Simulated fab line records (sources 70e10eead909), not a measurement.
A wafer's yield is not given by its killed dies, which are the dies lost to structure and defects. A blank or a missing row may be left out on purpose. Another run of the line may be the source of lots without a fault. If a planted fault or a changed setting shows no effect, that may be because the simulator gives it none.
fab line records | flow nand_harc
[record] lots = 11 | wafers = 33 | last_day = 32
route steps=1302 shown A_SGD_CUT@920 A_SLIT@924 A_SIN_REMOVE@951 A_WL_FILL@966 END@1302
lots with no fault: from the same line, run without faults
start_h: start of the lot's first displayed wafer, in hours after the record's first day | wait_h: time in hours since the lot's previous step | " the same as in the row above | L1.1+2: one row covering several wafers at once | - no value, or no start was given | * or withheld: withheld | < > ~ a bound
route shown NAME@n: a module of which the file shows steps, and the number in the route of the first | usual: average and standard deviation across the fault-free wafers | same: alike in all rows | chamber/n: place in a boat | sites: each site's reading | _std_site: standard deviation of those values | _edge_site: mean of outer sites minus mean of inner sites | radius_mm: for every site, how far away it sits from the centre of the wafer | mask NAME#n: copy n | behind: the last tool/chamber to shape the wafer | hold: what put the lot on hold/how long, in hours/how the hold closed | device: transistor that didn't switch, given as n, p or np | end of line: the same wafers' tests at the end of the route | where a step has no rows: the recipe by itself | killed: count of dies lost to structure and defects at first sort (not the wafer's yield) | map: per-die view of a wafer (x killed, . not killed, _ where there is no die)
set.NAME: the setting as run; set.NAME@STEP: as run at that earlier step | model.NAME: the simulator's own value behind a step, which no gauge read
a sample of lots followed through the steps of the route, with each step as a table and each wafer as a row
services: from which hour (start_h, from the record's first day; less than 0 if before it) a tool's chamber was out of use, for how many hours, and why
[[steps]]
[step NHARC_A_SGD_CUT_STRIP_28]
[recipe] time_s = 20 | o2_flow_sccm = 500 | ar_flow_sccm = 0 | bias_w = 0 | chemistry = O2
[usual] drypump_motor_current_A = 5.4/0.47 | oes_product_au = 1.001/0.0099 | rf_vpp_V = 57.9/0.91 | showerhead_plenum_p_Torr = 3.55/0.14 | throttle_valve_pct = 17.037/0.01
lot.wafer | tool        | chamber | start_h | wait_h | drypump_motor_current_A | oes_product_au | rf_hours_counter_h | rf_vpp_V | showerhead_plenum_p_Torr | throttle_valve_pct
L710.2    | rie_diel-12 | 1       | -       | -      | 6.0                     | 1.006          | 0                  | 58.2     | 3.57                     | 17.039
L710.4    | "           | 3       | "       | "      | 5.1                     | 0.979          | 0                  | 57.6     | 3.59                     | 17.035
L710.6    | "           | 0       | "       | "      | 5.2                     | 0.999          | -                  | 58.4     | 3.65                     | 17.056
L713.3    | rie_diel-03 | 0       | -       | -      | 5.4                     | 0.988          | 0                  | 59.2     | 3.45                     | 17.041
L713.4    | "           | 1       | "       | "      | 4.9                     | 1.002          | 0                  | 58.2     | 3.42                     | 17.038
L713.6    | "           | 0       | "       | "      | 5.4                     | 0.991          | -                  | 57.7     | 3.45                     | 17.044
L719.3    | rie_diel-06 | 0       | -       | -      | 5.5                     | 0.998          | 4                  | 58.0     | 3.63                     | 17.016
L719.1    | "           | 1       | "       | "      | 5.6                     | 0.999          | 4                  | 57.8     | 3.75                     | 17.012
L719.6    | "           | 0       | "       | "      | 5.5                     | 0.997          | -                  | 58.0     | 3.63                     | 17.036
L718.1    | rie_diel-03 | 0       | -       | -      | 5.5                     | 0.986          | 5                  | 57.9     | 3.45                     | 17.032
L718.6    | "           | 3       | "       | "      | 4.9                     | 0.999          | -                  | 58.5     | 3.57                     | 17.042
L718.5    | "           | 0       | "       | "      | 5.4                     | 0.990          | -                  | 58.2     | 3.45                     | 17.035
L725.3    | rie_diel-03 | 3       | 615.88  | 0.1    | 4.9                     | 1.010          | 11                 | 58.4     | 3.57                     | 17.024
L725.1    | "           | 1       | "       | "      | 4.9                     | 0.999          | 11                 | 55.4     | 3.41                     | 17.040
L725.4    | "           | 2       | "       | "      | 6.6                     | 1.013          | -                  | 57.4     | 3.67                     | 17.024
L726.3    | rie_diel-06 | 3       | 623.87  | 0.2    | 5.9                     | 0.994          | 9                  | 57.0     | 3.70                     | 17.035
L726.2    | "           | 2       | "       | "      | 5.1                     | 0.991          | 9                  | 56.8     | 3.30                     | 17.014
L726.5    | "           | 0       | "       | "      | 5.5                     | 0.992          | -                  | 57.3     | 3.62                     | 17.035
L729.4    | rie_diel-12 | 0       | -       | -      | 5.2                     | 1.018          | 0                  | 59.1     | 3.64                     | 17.036
L729.2    | "           | 3       | "       | "      | 5.1                     | 1.000          | 0                  | 57.9     | 3.59                     | 17.035
L729.6    | "           | 0       | "       | "      | 5.2                     | 1.004          | -                  | 58.4     | 3.64                     | 17.031
L728.3    | rie_diel-03 | 0       | -       | -      | 5.4                     | 0.989          | 13                 | 57.0     | 3.44                     | 17.025
L728.1    | "           | 1       | "       | "      | 4.8                     | 1.004          | 13                 | 56.1     | 3.41                     | 17.054
L728.5    | "           | 0       | "       | "      | 5.4                     | 0.990          | -                  | 57.4     | 3.44                     | 17.021
L727.4    | rie_diel-06 | 2       | -       | -      | 5.1                     | 0.998          | 10                 | 58.0     | 3.30                     | 17.053
L727.2    | "           | 3       | "       | "      | 5.9                     | 1.009          | 10                 | 57.5     | 3.70                     | 17.046
L727.1    | "           | 0       | "       | "      | 5.5                     | 0.995          | 10                 | 58.2     | 3.62                     | 17.045
L730.2    | rie_diel-06 | 2       | -       | -      | 5.0                     | 0.989          | 12                 | 58.4     | 3.29                     | 17.038
L730.4    | "           | 0       | "       | "      | 5.5                     | 0.995          | 12                 | 58.4     | 3.62                     | 17.035
L730.5    | "           | 3       | "       | "      | 5.9                     | 1.000          | -                  | 59.1     | 3.70                     | 17.036
L732.2    | rie_diel-06 | 2       | -       | -      | 5.0                     | 0.996          | 12                 | 57.4     | 3.29                     | 17.047
L732.3    | "           | 0       | "       | "      | 5.5                     | 0.991          | 12                 | 58.8     | 3.62                     | 17.036
L732.4    | "           | 1       | "       | "      | 5.7                     | 0.987          | 12                 | 58.7     | 3.75                     | 17.021
[step NHARC_A_SLIT_DEP_23]
[recipe] target_thk_a = 1000 | target_thk_nm = 100 | temp_c = 400 | pressure_torr = 3.5 | flow_sccm = 200 | rf_w = 350 | material = SiON
[usual] heater_power_w = 706/87
lot.wafer | tool     | chamber | start_h | wait_h | heater_power_w
L710.2    | pecvd-03 | 2       | 459.52  | 2.5    | 754
L710.4    | "        | 2       | "       | "      | 763
L710.6    | "        | 0       | "       | "      | 839
L713.3    | pecvd-01 | 0       | 481.14  | 1.9    | 616
L713.4    | "        | 2       | "       | "      | 547
L713.6    | "        | 1       | "       | "      | 774
L719.1    | pecvd-01 | 1       | 539.39  | 3.3    | 631
L719.3    | "        | 2       | "       | "      | 669
L719.6    | "        | 1       | "       | "      | 656
L718.1    | pecvd-02 | 0       | 539.48  | 3.3    | 694
L718.5    | "        | 0       | "       | "      | 706
L718.6    | "        | 1       | "       | "      | 626
L725.1    | pecvd-03 | 2       | 621.42  | 3.1    | 758
L725.3    | "        | 1       | "       | "      | 685
L725.4    | "        | 1       | "       | "      | 712
L726.3    | pecvd-02 | 2       | 629.59  | 1.9    | 781
L726.2    | "        | 1       | "       | "      | 661
L726.5    | "        | 1       | "       | "      | 642
L728.1    | pecvd-01 | 1       | 638.93  | 3.2    | 737
L728.3    | "        | 2       | "       | "      | 638
L728.5    | "        | 0       | "       | "      | 643
L729.2    | pecvd-01 | 1       | 639.67  | 2.5    | 630
L729.4    | "        | 1       | "       | "      | 626
L729.6    | "        | 2       | "       | "      | 527
L727.1    | pecvd-01 | 1       | 641.49  | 3.2    | 733
L727.2    | "        | 2       | "       | "      | 653
L727.4    | "        | 2       | "       | "      | 645
L730.2    | pecvd-02 | 0       | 659.84  | 2.5    | 841
L730.5    | "        | 1       | "       | "      | 634
L730.4    | "        | 2       | "       | "      | 802
L732.3    | pecvd-03 | 1       | 664.38  | 1.9    | 692
L732.2    | "        | 0       | "       | "      | 961
L732.4    | "        | 1       | "       | "      | 681
[step NHARC_A_SLIT_ETCH_29]
[recipe] target_depth_a = 1000 | overetch_a = 100 | time_s = 55 | ion_energy_ev = 100 | cf4_flow_sccm = 80 | o2_flow_sccm = 20 | ar_flow_sccm = 0 | rf_w = 300 | bias_w = 100 | chemistry = CF4/O2
[usual] drypump_motor_current_A = 5.8/0.46 | oes_product_au = 0.997/0.01 | rf_vpp_V = 198.0/1.3 | showerhead_plenum_p_Torr = 1.34/0.051 | throttle_valve_pct = 13.398/0.009
lot.wafer | tool        | chamber | start_h | wait_h | drypump_motor_current_A | oes_product_au | rf_hours_counter_h | rf_vpp_V | showerhead_plenum_p_Torr | throttle_valve_pct
L710.2    | rie_diel-10 | 3       | 466.15  | 0.1    | 6.0                     | 0.996          | 2.1                | 199.8    | 1.40                     | 13.392
L710.4    | "           | 1       | "       | "      | 5.2                     | 0.989          | 1.8                | 198.2    | 1.31                     | 13.407
L710.6    | "           | 0       | "       | "      | 5.5                     | 0.994          | -                  | 197.7    | 1.25                     | 13.395
L713.4    | rie_diel-10 | 2       | 487.75  | 0.1    | 5.4                     | 0.998          | 3.6                | 199.5    | 1.40                     | 13.410
L713.3    | "           | 1       | "       | "      | 5.3                     | 0.985          | 3.4                | 197.7    | 1.31                     | 13.409
L713.6    | "           | 3       | "       | "      | 6.0                     | 0.991          | -                  | 199.1    | 1.40                     | 13.386
L719.3    | rie_diel-04 | 0       | 546.71  | 0.1    | 5.9                     | 1.010          | 0.1                | 198.7    | 1.32                     | 13.380
L719.1    | "           | 1       | "       | "      | 4.9                     | 1.012          | 0.1                | 196.3    | 1.28                     | 13.398
L719.6    | "           | 3       | "       | "      | 5.9                     | 0.986          | -                  | 198.6    | 1.33                     | 13.394
L718.1    | rie_diel-04 | 2       | 549.58  | 0.1    | 6.3                     | 0.994          | 0.1                | 200.3    | 1.39                     | 13.404
L718.6    | "           | 1       | "       | "      | 4.9                     | 1.014          | -                  | 197.8    | 1.27                     | 13.403
L718.5    | "           | 2       | "       | "      | 6.4                     | 0.987          | -                  | 198.2    | 1.39                     | 13.404
L725.4    | rie_diel-05 | 0       | 628.02  | 0.1    | 5.5                     | 0.998          | 1.6                | 197.8    | 1.31                     | 13.402
L725.1    | "           | 1       | "       | "      | 6.6                     | 0.988          | 1.7                | 199.4    | 1.36                     | 13.396
L725.3    | "           | 2       | "       | "      | 6.1                     | 0.988          | 1.9                | 199.9    | 1.43                     | 13.390
L726.3    | rie_diel-10 | 2       | 636.12  | 0.1    | 5.4                     | 1.010          | 0.8                | 198.7    | 1.40                     | 13.386
L726.2    | "           | 3       | "       | "      | 6.0                     | 1.000          | 1.2                | 198.3    | 1.40                     | 13.398
L726.5    | "           | 2       | "       | "      | 5.4                     | 1.000          | -                  | 198.1    | 1.40                     | 13.407
L728.1    | rie_diel-04 | 3       | 645.39  | 0.1    | 5.9                     | 0.997          | 6.7                | 198.2    | 1.32                     | 13.405
L728.3    | "           | 0       | "       | "      | 5.9                     | 1.005          | 7.7                | 197.6    | 1.31                     | 13.412
L728.5    | "           | 0       | "       | "      | 5.9                     | 1.005          | -                  | 198.1    | 1.31                     | 13.406
L729.4    | rie_diel-05 | 3       | 646.28  | 0.1    | 5.5                     | 1.007          | 3.6                | 197.9    | 1.32                     | 13.391
L729.2    | "           | 0       | "       | "      | 5.5                     | 1.010          | 3.0                | 196.9    | 1.31                     | 13.391
L729.6    | "           | 2       | "       | "      | 6.1                     | 1.008          | -                  | 198.7    | 1.43                     | 13.400
L727.2    | rie_diel-05 | 2       | 649.22  | 0.1    | 6.1                     | 1.005          | 4.3                | 199.0    | 1.43                     | 13.411
L727.1    | "           | 3       | "       | "      | 5.5                     | 0.995          | 3.7                | 197.9    | 1.32                     | 13.402
L727.4    | "           | 1       | "       | "      | 6.5                     | 0.991          | 3.7                | 198.9    | 1.36                     | 13.387
L730.4    | rie_diel-04 | 3       | 667.11  | 0.1    | 5.9                     | 0.986          | 7.5                | 198.2    | 1.32                     | 13.403
L730.2    | "           | 1       | "       | "      | 4.9                     | 1.003          | 7.1                | 197.2    | 1.27                     | 13.416
L730.5    | "           | 3       | "       | "      | 5.9                     | 0.981          | -                  | 197.9    | 1.32                     | 13.400
L732.3    | rie_diel-04 | 0       | 671.29  | 0.1    | 5.9                     | 0.996          | 8.5                | 196.7    | 1.31                     | 13.396
L732.2    | "           | 1       | "       | "      | 5.0                     | 1.011          | 7.1                | 196.1    | 1.27                     | 13.395
L732.4    | "           | 2       | "       | "      | 6.4                     | 0.982          | 6.5                | 199.0    | 1.39                     | 13.399
[step NHARC_A_SIN_REMOVE_INSPECT_04]
[usual] raw_defect_count = 393/93
lot.wafer | tool              | chamber | start_h | wait_h | raw_defect_count
L710.2    | defect_inspect-02 | -       | 473.33  | 0.0    | 404
L710.4    | "                 | -       | "       | "      | 476
L710.6    | "                 | -       | "       | "      | 398
L713.3    | defect_inspect-02 | -       | 495.02  | 0.0    | 305
L713.4    | "                 | -       | "       | "      | 418
L713.6    | "                 | -       | "       | "      | 384
L719.1    | defect_inspect-02 | -       | 552.85  | 0.0    | 918
L719.3    | "                 | -       | "       | "      | 1022
L719.6    | "                 | -       | "       | "      | 882
L718.1    | defect_inspect-01 | -       | 556.78  | 0.0    | 694
L718.5    | "                 | -       | "       | "      | 848
L718.6    | "                 | -       | "       | "      | 869
L725.1    | defect_inspect-01 | -       | 635.18  | 0.0    | 391
L725.3    | "                 | -       | "       | "      | 455
L725.4    | "                 | -       | "       | "      | 420
L726.2    | defect_inspect-01 | -       | 643.41  | 0.0    | 370
L726.3    | "                 | -       | "       | "      | 479
L726.5    | "                 | -       | "       | "      | 431
L728.1    | defect_inspect-01 | -       | 652.60  | 0.0    | 303
L728.3    | "                 | -       | "       | "      | 322
L728.5    | "                 | -       | "       | "      | 345
L729.2    | defect_inspect-02 | -       | 652.60  | 0.0    | 380
L729.4    | "                 | -       | "       | "      | 337
L729.6    | "                 | -       | "       | "      | 387
L727.1    | defect_inspect-02 | -       | 656.39  | 0.0    | 575
L727.2    | "                 | -       | "       | "      | 559
L727.4    | "                 | -       | "       | "      | 342
L730.2    | defect_inspect-01 | -       | 674.18  | 0.0    | 311
L730.4    | "                 | -       | "       | "      | 406
L730.5    | "                 | -       | "       | "      | 383
L732.2    | defect_inspect-01 | -       | 678.48  | 0.0    | 367
L732.3    | "                 | -       | "       | "      | 436
L732.4    | "                 | -       | "       | "      | 346
[step NHARC_A_WL_FILL_ETCHBACK_16]
[recipe] target_depth_a = 1200 | time_s = 24 | c4f8_flow_sccm = withheld | o2_flow_sccm = 8 | ar_flow_sccm = withheld | rf_w = 600 | bias_w = 800 | chemistry = C4F8/O2/Ar
[usual] oes_product_au = 0.986/0.029 | rf_vpp_V = 724/4.2
lot.wafer | tool        | chamber | start_h | wait_h | oes_product_au | rf_hours_counter_h | rf_vpp_V
L710.2    | rie_diel-01 | 2       | -       | -      | 0.910          | 6.5                | 721
L710.6    | "           | 0       | "       | "      | 0.923          | -                  | 729
L710.4    | "           | 1       | "       | "      | 0.921          | -                  | 725
L713.4    | rie_diel-01 | 1       | -       | -      | 0.993          | 7.2                | 725
L713.3    | "           | 2       | "       | "      | 0.983          | 8.0                | 719
L713.6    | "           | 1       | "       | "      | 1.005          | -                  | 724
L719.3    | rie_diel-07 | 2       | -       | -      | 0.999          | 2.5                | 723
L719.1    | "           | 0       | "       | "      | 1.000          | 2.4                | 718
L719.6    | "           | 2       | "       | "      | 1.007          | -                  | 723
L718.1    | rie_diel-07 | 2       | -       | -      | 1.006          | 2.5                | 722
L718.5    | "           | 3       | "       | "      | 1.008          | -                  | 718
L718.6    | "           | 0       | "       | "      | 1.006          | -                  | 717
L725.3    | rie_diel-13 | 2       | -       | -      | 1.007          | 4.6                | 727
L725.1    | "           | 3       | "       | "      | 1.000          | 4.5                | 727
L725.4    | "           | 0       | "       | "      | 1.004          | 3.6                | 722
L726.3    | rie_diel-01 | 1       | -       | -      | 1.007          | 5.6                | 723
L726.2    | "           | 3       | "       | "      | 1.006          | 5.0                | 719
L726.5    | "           | 1       | "       | "      | 1.011          | -                  | 725
L728.1    | rie_diel-13 | 3       | -       | -      | 0.915          | 4.6                | 727
L728.3    | "           | 2       | "       | "      | 0.936          | 5.2                | 726
L728.5    | "           | 3       | "       | "      | 0.924          | -                  | 727
L729.4    | rie_diel-07 | 1       | -       | -      | 1.025          | 0.2                | 730
L729.2    | "           | 0       | "       | "      | 1.022          | 0.1                | 718
L729.6    | "           | 2       | "       | "      | 1.011          | -                  | 722
L727.4    | rie_diel-13 | 3       | -       | -      | 0.978          | 4.6                | 727
L727.1    | "           | 0       | "       | "      | 1.001          | 4.3                | 723
L727.2    | "           | 1       | "       | "      | 1.009          | 5.3                | 728
L730.4    | rie_diel-07 | 3       | -       | -      | 0.994          | 0.4                | 718
L730.2    | "           | 0       | "       | "      | 0.985          | 0.3                | 718
L730.5    | "           | 3       | "       | "      | 0.990          | -                  | 718
L732.3    | rie_diel-01 | 0       | -       | -      | 0.943          | 6.9                | 729
L732.4    | "           | 2       | "       | "      | 0.923          | 6.2                | 720
L732.2    | "           | 3       | "       | "      | 0.941          | 6.7                | 719
[step NHARC_END_SORT_01]
[recipe] temp_c = 25
[usual] killed_at_array = 55/23 | killed_at_other = 1.0/1.2 | killed_at_periphery = 3.2/2.7 | killed_dies = 59/23 | killed_open = 3.1/1.6 | killed_short = 2.2/1.5
[same] gross_dies = 677
lot.wafer | tool      | chamber | start_h | wait_h | killed_at_array | killed_at_other | killed_at_periphery | killed_dies | killed_open | killed_short
L719.1    | prober-02 | 0       | 649.63  | 2.5    | 116             | 4               | 4                   | 124         | 6           | 3
L719.3    | prober-02 | 0       | 651.25  | 3.1    | 154             | 4               | 2                   | 160         | 2           | 2
L719.6    | prober-02 | 0       | 653.68  | 4.1    | 141             | 4               | 1                   | 146         | 0           | 4
L718.1    | prober-01 | 0       | 657.38  | 2.5    | 89              | 2               | 1                   | 92          | 0           | 0
L718.5    | prober-01 | 0       | 660.58  | 3.7    | 102             | 2               | 6                   | 110         | 4           | 0
L718.6    | prober-01 | 0       | 661.37  | 4.0    | 67              | 0               | 7                   | 74          | 1           | 0
// killed by level:class
L719.1 A_CHANNEL_HOLE_D1:chamber_film_flake=31 A_SLIT:unspecified=28 A_SLIT:chamber_film_flake=26 A_CHANNEL_HOLE_D2:chamber_film_flake=13 A_CHANNEL_FILL_D1:chamber_film_flake=4 A_CONTACT:chamber_film_flake=4 THIN_TSV:chamber_film_flake=4 A_WL_FILL:chamber_film_flake=2
L719.3 A_SLIT:unspecified=81 A_SLIT:chamber_film_flake=26 A_CHANNEL_HOLE_D1:chamber_film_flake=22 A_CHANNEL_HOLE_D2:chamber_film_flake=12 A_CONTACT:chamber_film_flake=4 THIN_TSV:chamber_film_flake=4 A_WL_FILL:chamber_film_flake=3 A_M0:geometric_particle:short=2
L719.6 A_SLIT:unspecified=76 A_CHANNEL_HOLE_D1:chamber_film_flake=32 A_SLIT:chamber_film_flake=16 A_CHANNEL_HOLE_D2:chamber_film_flake=10 THIN_TSV:chamber_film_flake=3 A_WL_FILL:chamber_film_flake=2 A_ONON_D1:geometric_particle:short=1 A_CHANNEL_FILL_D2:geometric_particle:short=1
L718.1 A_SLIT:unspecified=60 A_CHANNEL_HOLE_D2:chamber_film_flake=9 A_CHANNEL_HOLE_D1:chamber_film_flake=6 A_CONTACT:chamber_film_flake=5 A_CHANNEL_FILL_D1:chamber_film_flake=2 A_DECK1_JOINT:chamber_film_flake=2 A_SLIT:chamber_film_flake=2 THIN_TSV:chamber_film_flake=2
L718.5 A_SLIT:unspecified=59 A_CHANNEL_HOLE_D2:chamber_film_flake=16 A_CONTACT:chamber_film_flake=10 A_CHANNEL_HOLE_D1:chamber_film_flake=5 A_DECK1_JOINT:chamber_film_flake=3 P_ZERO_WELL:chamber_film_flake=2 P_CONTACT:chamber_film_flake=2 A_CHANNEL_FILL_D1:chamber_film_flake=2
L718.6 A_SLIT:unspecified=37 A_CHANNEL_HOLE_D1:chamber_film_flake=9 A_CHANNEL_HOLE_D2:chamber_film_flake=8 P_GATE:chamber_film_flake=5 A_CONTACT:chamber_film_flake=4 A_DECK1_JOINT:chamber_film_flake=2 A_STAIRCASE:chamber_film_flake=2 A_SLIT:chamber_film_flake=2
[[services]]
tool        | chamber | start_h | hours | kind
rie_diel-04 | 2       | 442.74  | 4.8   | repair
rie_diel-03 | -       | 458.62  | 9.0   | pm
rie_diel-06 | 3       | 463.69  | 5.1   | repair
rie_diel-07 | -       | 471.20  | 9.0   | pm
rie_diel-04 | -       | 472.28  | 0.8   | repair
rie_diel-06 | -       | 484.20  | 9.0   | pm
rie_diel-01 | 3       | 487.43  | 14.9  | repair
pecvd-01    | -       | 492.21  | 13.0  | pm
rie_diel-01 | 1       | 496.64  | 11.3  | repair
rie_diel-01 | 1       | 524.87  | 9.0   | repair
rie_diel-04 | -       | 531.95  | 9.0   | pm
rie_diel-06 | 1       | 549.50  | 4.9   | repair
pecvd-01    | 2       | 550.53  | 12.9  | repair
rie_diel-06 | 0       | 553.39  | 3.6   | repair
rie_diel-01 | -       | 557.91  | 9.0   | pm
rie_diel-07 | 2       | 560.63  | 1.2   | repair
rie_diel-06 | 1       | 620.48  | 5.6   | repair
rie_diel-04 | 1       | 628.80  | 5.8   | repair
pecvd-01    | 1       | 652.43  | 5.4   | repair
pecvd-01    | -       | 659.14  | 1.6   | repair
rie_diel-06 | -       | 661.20  | 9.0   | pm
pecvd-01    | -       | 673.48  | 13.0  | pm
rie_diel-06 | 3       | 681.43  | 21.8  | repair
rie_diel-06 | -       | 684.40  | 1.1   | repair
[[key]]
[first_sign] step = NHARC_A_SIN_REMOVE_INSPECT_04 | reading = raw_defect_count | direction = up | sigmas = 5.1 | usual = 393 | struck = 872
[effect] step = NHARC_END_SORT_01 | reading = killed_dies | direction = up | sigmas = 2.6 | usual = 59 | struck = 118 | wafers_moved = 4
[more_kills_born_at] NHARC_A_SLIT_ETCH_29@rie_diel-04 = 330
met_at NHARC_A_SLIT_ETCH_29
struck_lots L718,L719
tester_left_out L718,L719
not_acting_at NHARC_A_SGD_CUT_STRIP_28,NHARC_A_SLIT_DEP_23,NHARC_A_WL_FILL_ETCHBACK_16
[fault] kind = chamber_particle_source | tool = rie_diel-04 | chamber = - | onset_h = 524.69 | steps = NHARC_A_SLIT_ETCH_29 | rate_per_visit_cm2 = 0.65889 | end_h = 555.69
// tester_left_out: of these lots the tester's yield and bins aren't shown, on N5 and GAA mostly nor the transistor test; their killed dies are dies lost to structure and defects alone, not to doping, threshold or leakage, so they don't give the yield
